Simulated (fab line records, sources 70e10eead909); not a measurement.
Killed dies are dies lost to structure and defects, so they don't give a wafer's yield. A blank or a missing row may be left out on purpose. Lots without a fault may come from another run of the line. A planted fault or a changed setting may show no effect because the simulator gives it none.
Chamber matching | flow nand_harc | NHARC_P_M0_PRE_CLEAN_31 on pecvd-02: 3 sister chambers
The step time 12 s. 6 wafers are shown with their chamber, then 10 later ones without.

WAFERS WITH THEIR CHAMBER
wafer  | chamber | heater_power_w (W) | heater_power_outer_w (W)
L087.4 | 1       | 783                | 468
L088.2 | 2       | 625                | 381
L088.3 | 1       | 829                | 489
L088.6 | 0       | 796                | 412
L089.2 | 0       | 793                | 427
L089.3 | 2       | 601                | 343

WAFERS WITHOUT THEIR CHAMBER
wafer  | heater_power_w (W) | heater_power_outer_w (W)
L089.4 | 781                | 433
L093.1 | 632                | 379
L093.5 | 792                | 469
L093.6 | 770                | 404
L094.1 | 562                | 316
L094.3 | 815                | 419
L094.6 | 789                | 438
L097.1 | 682                | 385
L097.3 | 800                | 417
L097.5 | 801                | 430

WHICH CHAMBER EACH WENT THROUGH
wafer  | from the rows above     | in truth
L089.4 | can't be placed: 0 or 1 | 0
L093.1 | 2                       | 2
L093.5 | can't be placed: 1 or 0 | 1
L093.6 | 0                       | 0
L094.1 | 2                       | 2
L094.3 | 0                       | 0
L094.6 | can't be placed: 0 or 1 | 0
L097.1 | 2                       | 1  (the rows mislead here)
L097.3 | 0                       | 0
L097.5 | can't be placed: 0 or 1 | 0
Placed correctly: 5 of 10. Can't be placed from these rows: 4 (the true chamber is among the candidates in 4). Placed wrongly: 1.
How it was worked out, from the rows above alone: a wafer's distance from a chamber is the root of the sum, over the readings, of the square of ((its reading less the chamber's mean) divided by the reading's scatter). The wafer belongs to the nearest chamber; if the next one is less than 2 further off, it can't be placed. A chamber's mean is the mean of its shown wafers. The scatter: the root of (the sum of the squares of (reading less its chamber's mean) over the shown wafers, divided by (wafers less chambers)).
